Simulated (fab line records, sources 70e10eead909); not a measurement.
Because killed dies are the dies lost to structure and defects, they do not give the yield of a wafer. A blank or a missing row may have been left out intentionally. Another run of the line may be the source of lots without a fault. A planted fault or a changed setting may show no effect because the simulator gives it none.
Struck lot and sound lot, side by side || flow nandHarc || 13 out of 1302 route steps
Sound: the wafers L535.3, L535.4, L535.5. Struck: wafers L544.3, L544.5, L544.6. The cause is named last.
Each step with rows lists, per side, the tool, then ch with its chambers, then its first start. Under that, the readings that differ: sound wafers || struck wafers || difference of the means || sigmas: that difference in standard deviations of wafers without a fault.
alike: a reading whose means differ by less than 2 such deviations, as well as words and numbers matching on both sides. not compared: withheld readings; readings where some wafer has no value; bounds like >300 that might hide an equal value; numbers whose values overlap and for which the record gives no deviation.
The two part at a step that has a row with sigmas, a row that says differs or no value, or rows on one side only. Non-overlapping numbers with no deviation appear without sigmas and do not part them. Lack of a reading on every wafer of one side parts them only where that side has two or more wafers.

NHARC_P_CONTACT_ETCH_36: etches the open film in N2/H2, target depth 260 nm, time 406.25 s.
  sound: rieDiel-13 ch 1,2,3; struck: rieDiel-02 ch 1,2
  alike: drypumpMotorCurrentA, h2FlowSccm, oesProductAu, rfVppV, showerheadPlenumPTorr, throttleValvePct
  not compared: rfHoursCounterH
then, 2 steps without rows for these wafers: NHARC_P_CONTACT_ETCH_18 (etches the open film in C4F8/O2/Ar, target depth 481 nm, time 240.5 s); NHARC_P_CONTACT_STRIP_37 (strips in C4F8/O2/Ar).
NHARC_P_CONTACT_ETCH_31: etches the open film in CH3F/O2, target depth 30 nm, time 85.7 s.
  sound: rieDiel-13 ch 0,1; struck: rieDiel-02 ch 1,2
  alike: drypumpMotorCurrentA, oesProductAu, rfVppV, showerheadPlenumPTorr, throttleValvePct
  not compared: rfHoursCounterH
NHARC_P_CONTACT_CD_MEAS_19:
  sound on cdSem-01, day 6 14:45; struck on cdSem-01, day 10 12:22
  alike: cdNm
then, 2 steps without rows for these wafers: NHARC_P_CONTACT_STRIP_28 (strips in O2); NHARC_P_CONTACT_STRIP_29 (strips in post etch residue remover, time 1200 s).
NHARC_P_CONTACT_DEGAS_38: time 60 s.
  sound on pvdSputter-01, day 6 15:28; struck on pvdSputter-03, day 10 13:05
  alike: heaterPowerW
then, 1 step without rows for these wafers: NHARC_P_CONTACT_PRE_CLEAN_39 (time 19.5 s).
NHARC_P_CONTACT_PVD_32: deposits Ti, target thk 5 nm, time 17.7 s.
  sound on pvdSputter-01; struck on pvdSputter-03
  alike: chamberPressurePa, substrateTempC, throttleValvePct
then, 1 step without rows for these wafers: NHARC_P_CONTACT_ALD_22 (deposits TiN, target thk 3 nm, pulse time 1 s, ald cycles 150).
NHARC_P_CONTACT_CVD_23: deposits W, target thk 200 nm, time 557 s.
  sound: cvdW-01 ch 0,1; struck: cvdW-02 ch 0,1
  alike: heaterPowerW, mfcH2Sccm, throttleValvePct
NHARC_P_CONTACT_CMP_24: polishes, t overpolish 30 s, target thk 200 nm.
  sound on cmp-04 ch 0,1,3, day 6 16:35; struck on cmp-03 ch 0,3, day 10 14:11
{"reading": "overpolishRunS (s)", "sound": "30.000 29.991 29.994", "struck": "7.569 3.874 9.976", "difference": -22.855, "sigmas": "-99 or more"}
{"reading": "timeToEndpointS (s)", "sound": "40.4 41.6 41.3", "struck": "83.5 86.8 81.0", "difference": "+42.7", "sigmas": "+18"}
  alike: motorCurrentA

== WHERE THEY PART ==
Only at NHARC_P_CONTACT_CMP_24, as far as this record shows.

WHY: the cause the simulator had injected
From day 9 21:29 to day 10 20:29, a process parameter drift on cmp-03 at NHARC_P_CONTACT_CMP_24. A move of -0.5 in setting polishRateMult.
